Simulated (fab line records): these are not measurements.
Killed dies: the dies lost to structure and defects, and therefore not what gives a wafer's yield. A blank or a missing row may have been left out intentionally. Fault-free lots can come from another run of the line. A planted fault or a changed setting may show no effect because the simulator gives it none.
Matching of chambers	flow n5Finfet	4 sister chambers for N5_BEOL_M1_DESCUM_16 on rieDiel-04
The step chemistry O2, time 7 s. 4 wafers are shown with their chamber, then 8 later ones without.

## WAFERS WITH THEIR CHAMBER
wafer	chamber	drypumpMotorCurrentA (A)
L081.5	0	5.5
L083.5	2	6.1
L085.6	3	5.3
L088.2	1	6.5

## WAFERS WHOSE CHAMBER IS MISSING
wafer	drypumpMotorCurrentA (A)
L088.3	5.3
L088.5	6.1
L097.1	5.3
L097.4	5.6
L097.5	6.5
L096.1	6.5
L096.2	5.6
L096.3	6.1

## CHAMBER TAKEN BY EACH
wafer	from the rows above	in truth
L088.3	3	3
L088.5	2	2
L097.1	3	3
L097.4	0	0
L097.5	1	1
L096.1	1	1
L096.2	0	0
L096.3	2	2
8 of 8 placed correctly. Can't be placed from these rows: 0. Wrongly placed: 0.
How it was worked out, from the rows above alone: a wafer's distance from a chamber is the root of the sum, over the readings, of the square of ((its reading less the chamber's mean) divided by the reading's scatter). The wafer belongs to the nearest chamber; if the next one is less than 2 further off, it can't be placed. The mean given for a chamber averages the wafers shown for that chamber. The scatter (one wafer shown for each chamber): square how far every hidden wafer sits from the nearest shown wafer, average those squares and take the square root.
